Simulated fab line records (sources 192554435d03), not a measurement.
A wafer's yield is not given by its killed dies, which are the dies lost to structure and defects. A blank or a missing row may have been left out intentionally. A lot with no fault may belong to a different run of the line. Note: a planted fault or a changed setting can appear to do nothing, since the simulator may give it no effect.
A lot that was struck, set against a sound lot	flow n5-finfet	36 out of 1938 route steps
Sound: wafers L795.1, L795.5. Struck: wafer L796.2 (left out: L796.3, L796.6 of the same lot, which were not struck); the cause appears at the end.
Per side, at each step with rows, come the tool, then ch with its chambers, and then its first start. Under that, the readings that differ: sound wafers	struck wafers	difference of the means	sigmas: that difference in standard deviations of wafers without a fault.
alike: a reading whose means differ by less than 2 such deviations, as well as words and numbers matching on both sides. not compared: withheld readings; readings where some wafer has no value; bounds like >300 that might hide an equal value; numbers whose values overlap and for which the record gives no deviation.
A row with sigmas, a row that says differs or no value, or rows on one side alone: a step with any of these is where the two part. Non-overlapping numbers with no deviation appear without sigmas and do not part them. Lack of a reading on every wafer of one side parts them only where that side has two or more wafers.

first, 9 steps without rows for these wafers: N5_BEOL_M8_ILD_DEP_00 (deposits SiCOH lowk from DEMS/porogen, target thk 179.75 nm, time 33.4 s); N5_BEOL_M8_CURE_74 (cures SiCOH lowk, time 240 s); N5_BEOL_M8_PECVD_70 (deposits SiO2 from TEOS/O2, target thk 20 nm, time 22.7 s); N5_BEOL_M8_HM_DEP_02 (deposits TiN, target thk 20 nm); N5_BEOL_M8_COAT_59 (time 60 s, resist thk 100 nm); N5_BEOL_M8_COAT_60 (time 60 s, resist thk 35 nm); N5_BEOL_M8_COAT_05 (resist thk 90 nm); N5_BEOL_M8_EBR_07; N5_BEOL_M8_SOFTBAKE_06 (time 60 s).
N5_BEOL_M8_EXPOSE_08: exposes mask M8.
  sound on arfi-scanner-02 ch 0, day 12 16:34; struck on arfi-scanner-02 ch 0, day 15 13:25
reading	sound	struck	difference	sigmas
focus-offset-nm (nm)	-0.1 0.9	-0.8	-1.2	-2
  alike: mask
then, 2 steps without rows for these wafers: N5_BEOL_M8_PEB_09 (peb time 60 s); N5_BEOL_M8_DEVELOP_10 (develop time 30 s).
N5_BEOL_M8_CD_MEAS_11 targets a cd of 38.5 nm.
  sound on cd-sem-03 ch 0, day 12 16:42; struck on cd-sem-01 ch 0, day 15 13:32
reading	sound	struck	difference	sigmas
cd-nm (nm)	37.8 37.8	35.4	-2.4	-4
then, 1 step without rows for these wafers: N5_BEOL_M8_DESCUM_16 (chemistry O2, time 7.9 s).
N5_BEOL_M8_ETCH_61: etches SiARC in CF4, target depth 45.5 nm, time 75.8 s.
  sound on rie-diel-03 ch 2,3, day 12 16:49; struck on rie-diel-04 ch 1, day 15 13:44
reading	sound	struck	difference	sigmas
etch-rf-on-time-s (s)	76.0 77.5	83.5	+6.8	+2
rf-vpp-V (V)	185.2 185.3	182.3	-2.9	-2
showerhead-plenum-p-Torr (Torr)	2.25 2.16	2.00	-0.21	-3
model.BEOL_M8.cd-offset-nm (nm)	-0.6 -0.6	-3	-2	
  alike: cf4-flow-sccm, drypump-motor-current-A, oes-product-au, throttle-valve-pct
  not compared: rf-hours-counter-h
then, 3 steps without rows for these wafers: N5_BEOL_M8_ETCH_62 (etches SOC in N2/H2, target depth 110 nm, overetch 22 nm, time 165 s); N5_BEOL_M8_STRIP_68 (strips in N2/H2); N5_BEOL_M8_STRIP_67 (strips in CF4).
N5_BEOL_M8_HM_OPEN_17: chemistry Cl2/BCl3, target TiN, target depth 20 nm, overetch 6 nm.
  sound on rie-metal-01 ch 0, day 12 17:04; struck on rie-metal-02 ch 1, day 15 13:59
reading	sound	struck	difference	sigmas
oes-product-au (a.u.)	0.52 0.53	0.79	+0.27	+3
model.BEOL_M8.cd-offset-nm (nm)	-0.4 -0.4	-3	-3	
  alike: drypump-motor-current-A, throttle-valve-pct
  not compared: rf-hours-counter-h
then, 1 step without rows for these wafers: N5_BEOL_M8_STRIP_19 (strips in O2).
N5_BEOL_M8_CD_MEAS_18: pitch 80 nm, target cd 40 nm.
  sound on cd-sem-02 at day 12 17:15; struck on cd-sem-02 at day 15 14:10
reading	sound	struck	difference	sigmas
cd-nm (nm)	39.5 39.6	36.9	-2.6	-3
then, 13 steps without rows for these wafers: N5_BEOL_M8_COAT_63 (time 60 s, resist thk 60 nm); N5_BEOL_M8_COAT_64 (time 60 s, resist thk 12 nm); N5_BEOL_M8_COAT_71 (time 60 s, resist thk 5 nm); N5_BEOL_M8_COAT_22 (resist thk 30 nm); N5_BEOL_M8_EBR_24; N5_BEOL_M8_SOFTBAKE_23 (time 60 s); N5_BEOL_M8_EXPOSE_25 (exposes mask V7, target cd 40 nm); N5_BEOL_M8_PEB_26 (peb time 60 s); N5_BEOL_M8_DEVELOP_27 (develop time 30 s); N5_BEOL_M8_DESCUM_33 (chemistry O2, time 7 s); N5_BEOL_M8_ETCH_72 (etches underlayer in N2/H2, target depth 6.5 nm, time 5.2 s); N5_BEOL_M8_ETCH_65 (etches SiARC in CF4, target depth 15.6 nm, time 26 s); N5_BEOL_M8_ETCH_66 (etches SOC in N2/H2, target depth 80 nm, overetch 16 nm, time 120 s).
N5_BEOL_M8_CD_MEAS_35 targets a cd of 40 nm.
  sound on cd-sem-02 at day 12 19:04; struck on cd-sem-03 at day 15 18:50
reading	sound	struck	difference	sigmas
cd-nm (nm)	39.8 39.6	36.4	-3.3	-4
-- here the record skips 3 days between the struck wafers' starts before and after, leaving off in module BEOL_M8 and picking up in module PASSIVATION (first step shown: number 1936 of the route) --
N5_PASSIVATION_PROBE_49:
  only the struck wafers here have rows in the record (prober-01, day 18 15:49); the sound ones have none

WHERE THEY PART
Last at N5_PASSIVATION_PROBE_49 as far as this record goes, first at N5_BEOL_M8_EXPOSE_08.

WHY: what the simulator had put in
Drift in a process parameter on arfi-scanner-02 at N5_BEOL_M8_EXPOSE_08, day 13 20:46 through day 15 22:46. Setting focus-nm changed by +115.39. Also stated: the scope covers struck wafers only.
